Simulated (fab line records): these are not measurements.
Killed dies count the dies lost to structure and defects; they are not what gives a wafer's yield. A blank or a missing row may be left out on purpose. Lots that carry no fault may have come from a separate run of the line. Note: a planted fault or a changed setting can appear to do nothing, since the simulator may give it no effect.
Matching of chambers / flow n5 finfet / rie diel-01 running N5_BEOL_M9_ETCH_62: 4 sister chambers
The step etches SOC in N2/H2, target depth 110 nm, overetch 22 nm, time 165 s. 18 wafers are shown with their chamber, then 9 later ones without.

## WAFERS WITH THEIR CHAMBER
wafer=L077.2; chamber=0; throttle valve pct (%)=18.14; drypump motor current A (A)=6.3; showerhead plenum p Torr (Torr)=2.59
wafer=L077.3; chamber=2; throttle valve pct (%)=17.52; drypump motor current A (A)=5.8; showerhead plenum p Torr (Torr)=2.69
wafer=L077.4; chamber=0; throttle valve pct (%)=18.11; drypump motor current A (A)=6.3; showerhead plenum p Torr (Torr)=2.59
wafer=L078.1; chamber=3; throttle valve pct (%)=17.77; drypump motor current A (A)=5.8; showerhead plenum p Torr (Torr)=2.56
wafer=L078.3; chamber=2; throttle valve pct (%)=17.51; drypump motor current A (A)=5.8; showerhead plenum p Torr (Torr)=2.68
wafer=L078.6; chamber=0; throttle valve pct (%)=18.14; drypump motor current A (A)=6.4; showerhead plenum p Torr (Torr)=2.59
wafer=L081.1; chamber=0; throttle valve pct (%)=18.15; drypump motor current A (A)=6.3; showerhead plenum p Torr (Torr)=2.59
wafer=L081.4; chamber=3; throttle valve pct (%)=17.78; drypump motor current A (A)=5.9; showerhead plenum p Torr (Torr)=2.56
wafer=L081.6; chamber=3; throttle valve pct (%)=17.78; drypump motor current A (A)=5.8; showerhead plenum p Torr (Torr)=2.56
wafer=L084.3; chamber=1; throttle valve pct (%)=17.88; drypump motor current A (A)=5.8; showerhead plenum p Torr (Torr)=2.61
wafer=L084.4; chamber=3; throttle valve pct (%)=17.81; drypump motor current A (A)=5.8; showerhead plenum p Torr (Torr)=2.55
wafer=L084.6; chamber=0; throttle valve pct (%)=18.15; drypump motor current A (A)=6.4; showerhead plenum p Torr (Torr)=2.58
wafer=L089.2; chamber=0; throttle valve pct (%)=18.18; drypump motor current A (A)=6.3; showerhead plenum p Torr (Torr)=2.58
wafer=L089.3; chamber=3; throttle valve pct (%)=17.81; drypump motor current A (A)=5.8; showerhead plenum p Torr (Torr)=2.55
wafer=L089.5; chamber=0; throttle valve pct (%)=18.15; drypump motor current A (A)=6.3; showerhead plenum p Torr (Torr)=2.58
wafer=L090.1; chamber=1; throttle valve pct (%)=17.90; drypump motor current A (A)=5.8; showerhead plenum p Torr (Torr)=2.60
wafer=L090.3; chamber=3; throttle valve pct (%)=17.82; drypump motor current A (A)=5.8; showerhead plenum p Torr (Torr)=2.55
wafer=L090.6; chamber=0; throttle valve pct (%)=18.15; drypump motor current A (A)=6.3; showerhead plenum p Torr (Torr)=2.58

SIGNATURES, as means of the wafers listed above
reading=throttle valve pct; chamber 0=18.1462; chamber 1=17.8900; chamber 2=17.5150; chamber 3=17.7950; scatter within a chamber=0.0189
reading=drypump motor current A; chamber 0=6.325; chamber 1=5.800; chamber 2=5.800; chamber 3=5.817; scatter within a chamber=0.0408
reading=showerhead plenum p Torr; chamber 0=2.5850; chamber 1=2.6050; chamber 2=2.6850; chamber 3=2.5550; scatter within a chamber=0.00567
Rule: a wafer lies at a distance from a chamber equal to the root of the sum of squares, over the readings, of (its reading less the chamber's mean, divided by the reading's scatter). The wafer belongs to the nearest chamber; if the next one is less than 2 further off, it can't be placed. The scatter: take each reading less its chamber's mean, square it, sum over the shown wafers, divide by the number of wafers less the number of chambers, and take the root.

## WAFERS WITH NO CHAMBER GIVEN
wafer=L088.3; throttle valve pct (%)=17.89; drypump motor current A (A)=5.8; showerhead plenum p Torr (Torr)=2.60
wafer=L088.5; throttle valve pct (%)=17.90; drypump motor current A (A)=5.8; showerhead plenum p Torr (Torr)=2.60
wafer=L088.6; throttle valve pct (%)=18.19; drypump motor current A (A)=6.3; showerhead plenum p Torr (Torr)=2.58
wafer=L093.1; throttle valve pct (%)=17.55; drypump motor current A (A)=5.8; showerhead plenum p Torr (Torr)=2.67
wafer=L093.3; throttle valve pct (%)=18.18; drypump motor current A (A)=6.4; showerhead plenum p Torr (Torr)=2.58
wafer=L093.5; throttle valve pct (%)=17.56; drypump motor current A (A)=5.9; showerhead plenum p Torr (Torr)=2.67
wafer=L096.3; throttle valve pct (%)=17.57; drypump motor current A (A)=5.8; showerhead plenum p Torr (Torr)=2.67
wafer=L096.4; throttle valve pct (%)=18.20; drypump motor current A (A)=6.3; showerhead plenum p Torr (Torr)=2.58
wafer=L096.5; throttle valve pct (%)=17.58; drypump motor current A (A)=5.8; showerhead plenum p Torr (Torr)=2.67

## WHICH CHAMBER EACH WENT THROUGH
wafer=L088.3; from the rows above=1; in truth=1
wafer=L088.5; from the rows above=1; in truth=1
wafer=L088.6; from the rows above=0; in truth=0
wafer=L093.1; from the rows above=2; in truth=2
wafer=L093.3; from the rows above=0; in truth=0
wafer=L093.5; from the rows above=2; in truth=2
wafer=L096.3; from the rows above=2; in truth=2
wafer=L096.4; from the rows above=0; in truth=0
wafer=L096.5; from the rows above=2; in truth=2
Correct placement for 9 of the 9. Left unplaced by these rows: 0. Number placed wrongly: 0.
